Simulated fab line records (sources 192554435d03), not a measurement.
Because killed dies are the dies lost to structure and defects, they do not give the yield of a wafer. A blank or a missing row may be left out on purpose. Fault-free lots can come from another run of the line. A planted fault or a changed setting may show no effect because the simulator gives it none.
Split-lot trial	flow n5Finfet	route with 1938 steps; 7 lots, 21 wafers read

== ABOUT THE SPLIT ==
At N5_BEOL_M13_ETCH_59 (etches BARC in N2/H2, target depth 89 nm, overetch 26.7 nm, time 67.9 s), the setting timeS was moved away from the recipe's 67.9 s on 7 of the 21 wafers read, by -19.6% to +6.2%. For the rest of the wafers, this setting stayed at what the recipe calls for.

The split's own step is where the reading is taken.

== THE READING ==
coat_of_BEOL_M13_COAT_04.thkNm (the simulator's own value, which no gauge read), in nm, at N5_BEOL_M13_ETCH_59 (etches BARC in N2/H2, target depth 89 nm, overetch 26.7 nm, time 67.9 s). The file gives no usual value for it. Across the 14 wafers here that went through the recipe, the average is 318.0 nm and the standard deviation 1.7 nm.

wafer	tool, chamber at the split	timeS as run, s	against the recipe	coat_of_BEOL_M13_COAT_04.thkNm, nm	against lot-mates on the recipe
L079.2	rieDiel-05, 1	67.9	recipe	321	-
L079.3	rieDiel-05, 3	67.9	recipe	319	-
L079.5	rieDiel-05, 0	62.55	-7.9%	322.6	+2.6
L077.1	rieDiel-04, 0	61.3	-9.7%	324	+8.4
L077.3	rieDiel-04, 1	67.9	recipe	317.4	-
L077.5	rieDiel-04, 3	67.9	recipe	313.8	-
L078.1	rieDiel-02, 3	54.6	-19.6%	331	+12.0
L078.2	rieDiel-02, 1	54.6	-19.6%	331.8	+12.8
L078.6	rieDiel-02, 1	67.9	recipe	319	-
L080.1	rieDiel-05, 3	72.13	+6.2%	311.4	-7.0
L080.2	rieDiel-05, 2	72.13	+6.2%	314.4	-4.0
L080.6	rieDiel-05, 2	67.9	recipe	318.4	-
L084.2	rieDiel-05, 2	67.9	recipe	317.6	-
L084.5	rieDiel-05, 3	67.9	recipe	315.2	-
L084.6	rieDiel-05, 2	67.9	recipe	318.2	-
L083.3	rieDiel-02, 0	67.9	recipe	319.2	-
L083.4	rieDiel-02, 0	67.9	recipe	319.2	-
L083.6	rieDiel-02, 1	67.9	recipe	319	-
L090.1	rieDiel-04, 2	67.9	recipe	316.8	-
L090.5	rieDiel-04, 1	67.9	recipe	318.6	-
L090.6	rieDiel-04, 2	55.33	-18.5%	328	+10.3

FIT RESULTS
A straight line over all 21 wafers: coat_of_BEOL_M13_COAT_04.thkNm changes by -0.654 nm for each +1% of timeS; r = -0.95; the points scatter about the line by 1.7 nm.
The same after taking each lot's own level away (the mean of its wafers on the recipe; 21 wafers): -0.642 nm for each +1%; r = -0.96; scatter 1.4 nm.
According to that fit, moving timeS by its largest amount changes the reading by 13 nm.
From 315.60 to 320.00 nm: that is the span of the lots' own levels, equal to 2.5 times the standard deviation above.
The two slopes are in agreement: the lot-to-lot level therefore moves the slope only a little.
Check: with one of the wafers moved furthest among these (-19.6%) left out of the fit, the line predicts +12.5 nm for it against its lot-mates. Against them it came out at +12 nm.

== OTHER SPLITS APPLIED TO THESE WAFERS ==
Before the reading, these wafers also passed through other splits. Each is held against what the fit with the lots' levels taken away leaves over:
other split on the same wafers	wafers away from the commonest value	r with coat_of_BEOL_M13_COAT_04.thkNm (lot level and that fit taken away)
N5_BEOL_M11_ETCH_66 timeS	5	-0.08
N5_BEOL_M11_TRENCH_ETCH_37 sourceW	10	-0.37
N5_BEOL_M12_ETCH_68 timeS	6	-0.03
N5_BEOL_M12_TRENCH_ETCH_34 timeS	5	+0.09
N5_BEOL_M13_EXPOSE_07 doseMj	7	-0.09

== THE FILE'S OWN FIT ==
coat_of_BEOL_M13_COAT_04.thkNm changes by -0.618 nm for each +1% of timeS, r = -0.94.
